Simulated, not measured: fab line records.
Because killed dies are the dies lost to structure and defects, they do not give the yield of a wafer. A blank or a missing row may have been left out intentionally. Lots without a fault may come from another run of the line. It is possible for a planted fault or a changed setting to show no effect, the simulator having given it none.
Matching of chambers	flow n5Finfet	N5_BEOL_M0_TRENCH_ETCH_107 on rieDiel-02: 4 sister chambers
The step etches SiOC in C4F6/O2, target depth 32.8 nm, time 16.4 s. 4 wafers are shown with their chamber, then 7 later ones without.

== WAFERS WITH THEIR CHAMBER ==
wafer	chamber	showerheadPlenumPTorr (Torr)
L080.1	3	2.95
L088.1	2	2.69
L093.1	1	2.75
L093.4	0	2.84

== WAFERS WITHOUT THEIR CHAMBER ==
wafer	showerheadPlenumPTorr (Torr)
L093.5	2.69
L096.1	2.84
L096.3	2.94
L096.5	2.74
L097.1	2.84
L097.2	2.94
L097.3	2.74

== THE CHAMBER EACH PASSED THROUGH ==
wafer	from the rows above	in truth
L093.5	2	2
L096.1	0	0
L096.3	3	3
L096.5	1	1
L097.1	0	0
L097.2	3	3
L097.3	1	1
Correctly placed: 7 of 7. Number that these rows cannot place: 0. Placed wrongly: 0.
How it was worked out, from the rows above alone: a wafer's distance from a chamber is the root of the sum, over the readings, of the square of ((its reading less the chamber's mean) divided by the reading's scatter). If the next closest chamber is less than 2 further off than the closest, the wafer can't be placed; otherwise it belongs to the closest. Each chamber's mean is taken over the wafers shown for it. The scatter: root of mean squared gap, hidden wafer to nearest shown wafer, with one shown wafer a chamber.
